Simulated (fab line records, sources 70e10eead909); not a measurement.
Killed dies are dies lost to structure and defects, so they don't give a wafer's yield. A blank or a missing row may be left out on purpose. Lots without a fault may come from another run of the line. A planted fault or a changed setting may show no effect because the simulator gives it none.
Chamber matching | flow nand_harc | NHARC_A_STAIRCASE_DESCUM_312 on rie_diel-08: 4 sister chambers
The step chemistry O2, time 3 s. 8 wafers are shown with their chamber, then 8 later ones without.

WAFERS WITH THEIR CHAMBER
wafer  | chamber | showerhead_plenum_p_Torr (Torr) | drypump_motor_current_A (A)
L074.5 | 2       | 1.95                            | 6.5
L082.5 | 1       | 1.85                            | 5.9
L086.2 | 2       | 1.94                            | 6.4
L086.6 | 0       | 1.80                            | 6.3
L091.1 | 1       | 1.84                            | 5.9
L091.2 | 3       | 1.85                            | 5.5
L091.5 | 0       | 1.79                            | 6.2
L092.2 | 3       | 1.85                            | 5.5

WAFERS WITHOUT THEIR CHAMBER
wafer  | showerhead_plenum_p_Torr (Torr) | drypump_motor_current_A (A)
L092.3 | 1.84                            | 5.9
L092.6 | 1.79                            | 6.2
L095.2 | 1.94                            | 6.5
L095.4 | 1.79                            | 6.3
L095.6 | 1.85                            | 5.5
L096.2 | 1.85                            | 5.5
L096.4 | 1.84                            | 5.9
L096.5 | 1.94                            | 6.5

WHICH CHAMBER EACH WENT THROUGH
wafer  | from the rows above | in truth
L092.3 | 1                   | 1
L092.6 | 0                   | 0
L095.2 | 2                   | 2
L095.4 | 0                   | 0
L095.6 | 3                   | 3
L096.2 | 3                   | 3
L096.4 | 1                   | 1
L096.5 | 2                   | 2
Placed correctly: 8 of 8. Can't be placed from these rows: 0. Placed wrongly: 0.
How it was worked out, from the rows above alone: a wafer's distance from a chamber is the root of the sum, over the readings, of the square of ((its reading less the chamber's mean) divided by the reading's scatter). The wafer belongs to the nearest chamber; if the next one is less than 2 further off, it can't be placed. A chamber's mean is the mean of its shown wafers. The scatter: the root of (the sum of the squares of (reading less its chamber's mean) over the shown wafers, divided by (wafers less chambers)).
